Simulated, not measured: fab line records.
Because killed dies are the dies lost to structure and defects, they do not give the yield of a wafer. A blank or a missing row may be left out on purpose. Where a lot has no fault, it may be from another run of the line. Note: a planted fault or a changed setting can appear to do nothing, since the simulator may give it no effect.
Matching of chambers ; flow n5-finfet ; N5_BEOL_M2_ALD_98 on ald-sin-01: 4 sister chambers
The step deposits SiO2, target thk 2.5 nm, pulse time 1 s, co reactant pulse time 1 s. 4 wafers are shown with their chamber, then 8 later ones without.

## EACH WAFER AND ITS CHAMBER
wafer;chamber;heater-power-w (W)
L815.1;1;85
L819.2;2;75
L819.6;3;73
L820.1;0;70

## WAFERS WHOSE CHAMBER IS MISSING
wafer;heater-power-w (W)
L820.4;73
L820.5;75
L822.1;75
L822.2;84
L822.5;72
L821.1;83
L821.5;72
L821.6;75

## THE CHAMBER EACH PASSED THROUGH
wafer;from the rows above;in truth
L820.4;3;3
L820.5;2;2
L822.1;2;2
L822.2;1;1
L822.5;can't be placed: 3 or 0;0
L821.1;1;1
L821.5;can't be placed: 3 or 0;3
L821.6;2;2
Placed correctly: 6 of 8. These rows do not allow placing 2 (true chamber among the candidates in 2). Number placed wrongly: 0.
How it was worked out, from the rows above alone: a wafer's distance from a chamber is the root of the sum, over the readings, of the square of ((its reading less the chamber's mean) divided by the reading's scatter). The wafer belongs to the nearest chamber; if the next one is less than 2 further off, it can't be placed. For every chamber, the mean is computed from those of its wafers that are shown. The scatter: with one shown wafer a chamber, the root of the mean of the squares of how far each hidden wafer lies from its nearest shown one.
